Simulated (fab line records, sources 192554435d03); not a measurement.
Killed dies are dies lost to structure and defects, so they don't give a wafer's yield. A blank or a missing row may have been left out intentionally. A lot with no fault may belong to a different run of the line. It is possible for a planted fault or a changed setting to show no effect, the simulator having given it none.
fab line records	flow n5-finfet	part 2 of 2: steps 5 to 6 of 6
record: lots: 24	wafers: 72	last-day: 18
route steps=1938 shown BEOL_M5@1188 BEOL_M6@1195
lots with no fault: from the same line, run without faults
start-h: the number of hours between the record's first day and the start of the first shown wafer of the lot	wait-h: hours since the lot's step before	" repeats the value in the row above	L1.1+2: one row covering several wafers at once	- either no value or no given start	* or withheld: withheld	< > ~ a bound
route shown NAME@n: NAME is a module with steps in the file, n the number in the route of the first one	usual: average and standard deviation across the fault-free wafers	same: alike in all rows	chamber/n: place in a boat	sites: per-site readings	_std_site: the values' standard deviation	_edge_site: mean of outer sites minus mean of inner sites	radius-mm: how far each site lies from the wafer's centre	mask NAME#n: copy n	behind: the most recent tool/chamber to have shaped the wafer	hold: what put the lot on hold/how long, in hours/how the hold closed	device: which transistor (n, p or np) failed to switch	end of line: at the end of the route, the tests of the same wafers	a step without rows: its recipe alone	killed: dies that structure and defects cost at the first sort, which is not the same as the wafer's yield	map: the dies of a wafer, with x for killed, . for not killed, _ for no die there
set.NAME: the run value of the setting; set.NAME@STEP: its run value at that earlier step	model.NAME: the simulator's own value behind a step, which no gauge read
the route's steps for a sample of lots (tables are steps, rows are wafers)
services: the hour from which a tool's chamber was out of use, counted from the record's first day as start-h (under 0 if before that day), plus the number of hours and why
== steps ==
step: N5_BEOL_M6_STRIP_19
recipe: chemistry: O2	power-w: 400	temp-c: 40	pressure-mtorr: 30	rf-frequency-hz: 6e+07	bias-power-w: 0	overash-fraction: 0.2	o2-flow-sccm: 225
usual: drypump-motor-current-A: 5.6/0.5	oes-product-au: 0.77/0.096	rf-vpp-V: 3.7/0.61	showerhead-plenum-p-Torr: 2.11/0.083	throttle-valve-pct: 16.63/0.27
lot.wafer	tool	chamber	start-h	wait-h	drypump-motor-current-A	oes-product-au	rf-hours-counter-h	rf-vpp-V	showerhead-plenum-p-Torr	throttle-valve-pct
L074.4	rie-diel-01	0	190.88	0.1	6.0	0.67	214	3.3	2.20	16.95
L074.5	"	0	"	"	6.0	0.68	-	4.2	2.20	16.95
L074.6	"	1	"	"	5.9	0.71	-	2.6	2.17	16.85
L075.3	rie-diel-01	1	190.92	0.1	5.9	0.72	185	3.6	2.17	16.82
L075.4	"	2	"	"	5.5	0.92	20	3.6	2.25	16.35
L075.5	"	0	"	"	6.0	0.68	-	3.5	2.20	16.97
L076.2	rie-diel-05	0	191.59	0.1	5.2	0.69	189	4.5	2.06	16.41
L076.3	"	1	"	"	5.4	0.70	186	3.6	2.09	16.89
L076.4	"	2	"	"	6.2	0.69	199	4.4	1.99	16.89
L077.3	rie-diel-03	3	205.48	0.3	6.4	0.74	140	3.0	2.00	16.86
L077.4	"	1	"	"	5.4	0.84	37	3.4	2.06	16.25
L077.5	"	0	"	"	5.2	0.88	-	3.8	2.21	16.27
L078.1	rie-diel-01	0	209.50	0.1	6.0	0.67	221	3.7	2.19	16.96
L078.2	"	2	"	"	5.6	0.91	27	3.6	2.25	16.33
L078.4	"	1	"	"	5.9	0.70	192	3.7	2.17	16.85
L080.1	rie-diel-03	1	214.80	0.2	5.4	0.84	40	4.2	2.05	16.28
L080.2	"	2	"	"	4.7	0.98	5	3.6	2.06	16.28
L080.5	"	0	"	"	5.3	0.87	-	4.2	2.21	16.31
L079.1	rie-diel-01	1	218.68	0.3	5.9	0.70	195	4.6	2.17	16.87
L079.3	"	2	"	"	5.6	0.91	30	3.7	2.25	16.35
L079.4	"	0	"	"	6.0	0.67	224	2.5	2.19	16.96
L081.2	rie-diel-03	1	225.71	0.1	5.4	0.82	44	3.3	2.05	16.28
L081.3	"	2	"	"	4.7	0.97	9	3.5	2.06	16.31
L081.6	"	0	"	"	5.2	0.86	-	3.1	2.21	16.30
L083.3	rie-diel-05	2	238.09	0.1	6.2	0.68	217	5.6	1.98	16.91
L083.5	"	2	"	"	6.2	0.68	-	4.3	1.98	16.91
L083.6	"	3	"	"	4.8	0.69	-	3.9	2.16	16.72
L082.1	rie-diel-03	3	238.42	0.1	6.5	0.73	151	2.6	2.00	16.91
L082.4	"	1	"	"	5.4	0.82	47	3.8	2.05	16.25
L082.5	"	2	"	"	4.7	0.96	-	3.4	2.06	16.34
L084.3	rie-diel-01	2	241.57	0.1	5.6	0.90	36	3.5	2.24	16.35
L084.4	"	3	"	"	5.7	0.88	29	3.8	2.07	16.42
L084.6	"	0	"	"	6.0	0.67	-	3.8	2.19	16.98
L085.1	rie-diel-03	1	248.61	0.1	5.4	0.81	51	3.6	2.05	16.28
L085.3	"	0	"	"	5.2	0.85	37	2.6	2.21	16.32
L085.5	"	0	"	"	5.2	0.84	-	3.7	2.21	16.29
L086.1	rie-diel-05	3	264.16	0.1	4.8	0.68	221	3.2	2.16	16.74
L086.2	"	0	"	"	5.2	0.67	210	3.1	2.06	16.46
L086.6	"	1	"	"	5.4	0.69	-	3.5	2.08	16.96
L087.1	rie-diel-01	0	272.11	0.1	6.0	0.66	244	4.9	2.19	16.99
L087.5	"	2	"	"	5.6	0.87	-	5.5	2.24	16.36
L087.6	"	1	"	"	5.9	0.69	-	4.3	2.16	16.88
L089.3	rie-diel-01	1	290.52	0.1	5.9	0.69	221	3.3	2.16	16.89
L089.5	"	3	"	"	5.7	0.84	-	1.9	2.07	16.44
L089.6	"	2	"	"	5.5	0.87	-	3.3	2.24	16.39
L088.1	rie-diel-05	2	298.75	0.1	6.2	0.68	233	4.0	1.98	16.95
L088.2	"	0	"	"	5.2	0.67	220	4.3	2.05	16.51
L088.5	"	1	"	"	5.4	0.68	-	3.8	2.08	16.98
L090.1	rie-diel-01	2	304.07	0.1	5.6	0.85	58	3.8	2.23	16.39
L090.4	"	3	"	"	5.7	0.83	-	3.3	2.07	16.48
L090.5	"	1	"	"	5.9	0.68	-	2.8	2.16	16.92
L091.2	rie-diel-03	1	304.33	0.1	5.4	0.80	68	4.0	2.04	16.32
L091.3	"	0	"	"	5.2	0.82	55	2.6	2.20	16.33
L091.5	"	0	"	"	5.2	0.83	-	4.0	2.20	16.34
L093.1	rie-diel-05	3	308.03	0.1	4.8	0.68	235	3.6	2.16	16.77
L093.2	"	0	"	"	5.2	0.67	224	3.8	2.05	16.48
L093.6	"	3	"	"	4.8	0.68	-	4.1	2.16	16.78
L092.1	rie-diel-03	0	309.21	0.1	5.2	0.83	56	3.3	2.20	16.33
L092.4	"	3	"	"	6.4	0.72	175	3.0	1.99	16.92
L092.6	"	2	"	"	4.7	0.89	-	3.7	2.05	16.33
L094.3	rie-diel-05	0	315.89	0.1	5.2	0.67	227	2.8	2.05	16.49
L094.4	"	3	"	"	4.8	0.68	237	4.0	2.16	16.78
L094.6	"	2	"	"	6.2	0.66	-	4.2	1.97	16.96
L095.1	rie-diel-05	1	323.66	0.1	5.4	0.68	234	4.7	2.07	16.98
L095.5	"	3	"	"	4.8	0.68	-	4.3	2.16	16.79
L095.6	"	0	"	"	5.2	0.66	-	3.0	2.05	16.52
L097.3	rie-diel-01	0	332.02	0.1	6.0	0.95	8	3.7	2.18	16.60
L097.4	"	2	"	"	5.6	0.84	-	3.0	2.23	16.41
L097.6	"	0	"	"	6.0	0.93	-	5.5	2.18	16.62
L096.1	rie-diel-01	3	337.73	0.2	5.7	0.82	63	3.5	2.06	16.48
L096.2	"	2	"	"	5.5	0.83	68	2.9	2.23	16.40
L096.4	"	0	"	"	6.0	0.93	-	3.2	2.18	16.59
step: N5_BEOL_M6_TRENCH_ETCH_37
recipe: chemistry: C4F6/O2	target-depth-a: 944.35	target: SiCOH_lowk	time-s: 31.5	ion-energy-ev: 250	pressure-mtorr: 30	source-w: 345	bias-w: 185	Ar_flow_sccm: 300	C4F6_flow_sccm: 10	O2_flow_sccm: 10
usual: O2_flow_sccm: 9.99/0.031	drypump-motor-current-A: 5.6/0.5	oes-product-au: 0.78/0.09	rf-vpp-V: 662/13	showerhead-plenum-p-Torr: 2.86/0.11	throttle-valve-pct: 20.81/0.26
lot.wafer	tool	chamber	start-h	wait-h	O2_flow_sccm	drypump-motor-current-A	oes-product-au	rf-hours-counter-h	rf-vpp-V	showerhead-plenum-p-Torr	throttle-valve-pct
L074.4	rie-diel-01	1	-	-	10.01	5.9	0.71	185	685	2.92	20.91
L074.5	"	2	"	"	9.99	5.6	0.92	-	659	3.02	20.50
L074.6	"	1	"	"	10.00	5.9	0.71	-	685	2.92	20.92
L076.2	rie-diel-01	2	-	-	9.96	5.6	0.92	21	659	3.02	20.51
L076.3	"	1	"	"	10.02	5.9	0.70	185	685	2.92	20.92
L076.4	"	0	"	"	10.05	6.0	0.68	215	680	2.91	20.86
L075.3	rie-diel-03	0	-	-	10.03	5.2	0.88	18	669	3.07	20.92
L075.4	"	0	"	"	9.98	5.2	0.89	-	671	3.07	20.89
L075.5	"	1	"	"	9.94	5.4	0.86	-	658	2.80	20.51
L077.3	rie-diel-01	2	-	-	10.00	5.6	0.92	26	659	3.02	20.53
L077.4	"	0	"	"	10.01	6.0	0.69	220	681	2.91	20.89
L077.5	"	3	"	"	9.97	5.7	0.89	-	675	2.78	20.48
L078.1	rie-diel-01	1	-	-	10.03	5.9	0.71	193	686	2.92	20.93
L078.2	"	3	"	"	10.00	5.8	0.90	19	673	2.78	20.50
L078.4	"	0	"	"	10.01	6.0	0.69	222	681	2.91	20.90
L080.1	rie-diel-05	2	-	-	9.97	6.2	0.70	208	639	2.72	21.28
L080.2	"	1	"	"	9.97	5.4	0.70	195	647	2.80	20.95
L080.5	"	0	"	"	10.02	5.2	0.69	-	642	2.82	20.70
L079.1	rie-diel-03	0	-	-	10.01	5.2	0.86	28	669	3.06	20.92
L079.3	"	2	"	"	9.98	4.7	0.96	7	655	2.79	20.49
L079.4	"	1	"	"	10.05	5.4	0.85	42	658	2.79	20.51
L081.2	rie-diel-01	0	-	-	9.98	6.0	0.68	227	681	2.91	20.91
L081.3	"	2	"	"	9.97	5.6	0.89	33	660	3.02	20.54
L081.6	"	2	"	"	9.98	5.6	0.90	-	660	3.02	20.52
L082.1	rie-diel-03	0	-	-	9.99	5.2	0.85	33	671	3.06	20.94
L082.4	"	2	"	"	9.95	4.7	0.95	13	654	2.78	20.49
L082.5	"	1	"	"	10.00	5.4	0.84	-	658	2.79	20.54
L083.3	rie-diel-03	2	-	-	10.01	4.7	0.94	13	654	2.78	20.50
L083.5	"	3	"	"	10.05	6.5	0.74	-	655	2.72	21.14
L083.6	"	0	"	"	9.92	5.2	0.85	-	671	3.06	20.94
L084.3	rie-diel-05	3	-	-	10.01	4.8	0.70	-	662	2.93	20.94
L084.4	"	1	"	"	9.98	5.4	0.69	-	647	2.80	20.96
L084.6	"	3	"	"	10.02	4.8	0.69	-	664	2.93	20.94
L085.1	rie-diel-03	2	-	-	10.00	4.7	0.93	18	654	2.78	20.51
L085.3	"	0	"	"	10.01	5.2	0.84	39	671	3.06	20.94
L085.5	"	0	"	"	9.98	5.2	0.84	-	669	3.06	20.93
L086.1	rie-diel-01	2	-	-	10.01	5.6	0.87	44	659	3.01	20.55
L086.2	"	3	"	"	9.99	5.8	0.83	38	675	2.77	20.49
L086.6	"	2	"	"	10.03	5.5	0.87	-	660	3.01	20.55
L087.1	rie-diel-05	0	-	-	10.04	5.2	0.68	212	642	2.82	20.71
L087.5	"	1	"	"	9.96	5.4	0.69	-	648	2.79	21.00
L087.6	"	2	"	"	9.97	6.2	0.69	-	638	2.72	21.29
L089.3	rie-diel-05	1	-	-	10.00	5.4	0.69	224	648	2.79	21.02
L089.5	"	2	"	"	10.00	6.2	0.68	-	636	2.71	21.31
L089.6	"	3	"	"	10.06	4.8	0.69	-	662	2.93	20.95
L088.1	rie-diel-03	2	-	-	9.98	4.7	0.89	33	652	2.77	20.53
L088.2	"	0	"	"	9.98	5.2	0.82	54	671	3.05	20.98
L088.5	"	3	"	"	9.98	6.4	0.72	-	655	2.71	21.17
L090.1	rie-diel-01	2	-	-	9.99	5.6	0.87	59	660	3.00	20.57
L090.4	"	1	"	"	10.04	5.9	0.68	-	683	2.90	20.98
L090.5	"	3	"	"	10.02	5.7	0.83	-	673	2.77	20.53
L091.2	rie-diel-01	3	-	-	10.01	5.7	0.81	52	673	2.77	20.54
L091.3	"	1	"	"	9.96	5.9	0.68	228	685	2.90	20.98
L091.5	"	2	"	"	9.98	5.6	0.86	-	659	3.00	20.58
L092.1	rie-diel-03	3	-	-	9.98	6.5	0.72	176	655	2.71	21.19
L092.4	"	2	"	"	9.99	4.7	0.89	36	653	2.77	20.55
L092.6	"	1	"	"	9.95	5.4	0.83	-	657	2.78	20.57
L093.1	rie-diel-05	3	-	-	10.04	4.8	0.69	235	661	2.92	20.96
L093.2	"	0	"	"	9.95	5.2	0.67	225	642	2.81	20.74
L093.6	"	1	"	"	9.99	5.4	0.68	-	647	2.79	21.02
L094.3	rie-diel-03	0	-	-	9.97	5.2	0.83	59	669	3.05	20.96
L094.4	"	2	"	"	10.00	4.7	0.88	39	653	2.77	20.55
L094.6	"	3	"	"	10.01	6.5	0.72	-	656	2.71	21.19
L095.1	rie-diel-03	2	-	-	9.97	4.7	0.88	41	653	2.77	20.54
L095.5	"	0	"	"	10.02	5.2	0.82	-	668	3.05	20.96
L095.6	"	3	"	"	10.02	6.4	0.71	-	656	2.71	21.17
L097.3	rie-diel-05	3	-	-	10.03	4.8	0.69	243	663	2.92	20.97
L097.4	"	0	"	"	9.97	5.2	0.67	-	639	2.81	20.76
L097.6	"	3	"	"	10.00	4.8	0.69	-	662	2.92	20.98
L096.1	rie-diel-01	0	-	-	9.98	6.0	0.94	12	679	2.89	20.62
L096.2	"	3	"	"	9.94	5.8	0.81	65	674	2.76	20.55
L096.4	"	0	"	"	9.96	6.0	0.95	-	681	2.89	20.64
== services ==
tool	chamber	start-h	hours	kind
cvd-co-02	-	165.03	1.7	repair
uv-cure-02	-	183.19	11.1	repair
rie-diel-03	2	183.21	-	clean
rie-diel-03	2	183.21	-	consumable-replace:focus-ring
rie-diel-03	2	183.21	17.9	scheduled-down
rie-diel-03	2	183.21	17.9	vent-cycle
cvd-co-02	-	198.82	0.5	repair
uv-cure-03	-	207.59	1.0	pm
cvd-co-02	-	212.88	6.9	pm
cvd-co-01	1	222.85	2.7	repair
rie-diel-05	3	226.98	4.9	repair
rie-diel-01	2	234.02	5.6	repair
rie-diel-05	2	241.81	11.7	repair
cvd-co-01	-	242.52	2.8	pm
uv-cure-01	-	247.24	3.4	pm
uv-cure-01	-	251.83	0.3	repair
uv-cure-02	-	259.52	7.5	pm
cvd-co-01	0	284.24	12.7	repair
rie-diel-05	1	284.48	2.8	repair
rie-diel-01	0	288.98	-	clean
cvd-co-02	-	309.57	2.8	pm
uv-cure-02	-	323.28	1.0	pm
rie-diel-01	1	330.90	18.3	repair
rie-diel-05	1	334.52	2.8	repair
